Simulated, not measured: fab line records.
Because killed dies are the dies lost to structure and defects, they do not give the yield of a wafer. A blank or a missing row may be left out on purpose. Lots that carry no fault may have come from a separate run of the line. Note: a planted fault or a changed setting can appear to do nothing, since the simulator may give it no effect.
Matching of chambers + flow n5 finfet + pecvd-01 running N5_BEOL_M10_PECVD_70: 3 sister chambers
The step deposits SiO2 from TEOS/O2, target thk 20 nm, time 22.7 s. 3 wafers are shown with their chamber, then 10 later ones without.

## WAFERS WITH THEIR CHAMBER
| wafer  | chamber | heater power w (W) |
|--------|---------|--------------------|
| L089.3 | 0       | 713                |
| L086.1 | 2       | 587                |
| L086.2 | 1       | 904                |

## WAFERS WITH NO CHAMBER GIVEN
| wafer  | heater power w (W) |
|--------|--------------------|
| L086.4 | 683                |
| L092.2 | 768                |
| L092.4 | 794                |
| L092.6 | 730                |
| L093.1 | 551                |
| L093.4 | 906                |
| L093.6 | 746                |
| L094.1 | 494                |
| L094.2 | 699                |
| L094.6 | 493                |

## CHAMBER TAKEN BY EACH
| wafer  | from the rows above     | in truth |
|--------|-------------------------|----------|
| L086.4 | can't be placed: 0 or 2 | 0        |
| L092.2 | can't be placed: 0 or 1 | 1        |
| L092.4 | can't be placed: 0 or 1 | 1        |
| L092.6 | 0                       | 0        |
| L093.1 | 2                       | 2        |
| L093.4 | 1                       | 1        |
| L093.6 | 0                       | 0        |
| L094.1 | 2                       | 2        |
| L094.2 | can't be placed: 0 or 2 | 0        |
| L094.6 | 2                       | 2        |
Correct placement for 6 of the 10. Not placeable from these rows: 4 (in 4, the candidates include the true chamber). Number placed wrongly: 0.
How it was worked out, from the rows above alone: a wafer's distance from a chamber is the root of the sum, over the readings, of the square of ((its reading less the chamber's mean) divided by the reading's scatter). The wafer belongs to the nearest chamber; if the next one is less than 2 further off, it can't be placed. For every chamber, the mean is computed from those of its wafers that are shown. The scatter (one wafer shown for each chamber): square how far every hidden wafer sits from the nearest shown wafer, average those squares and take the square root.
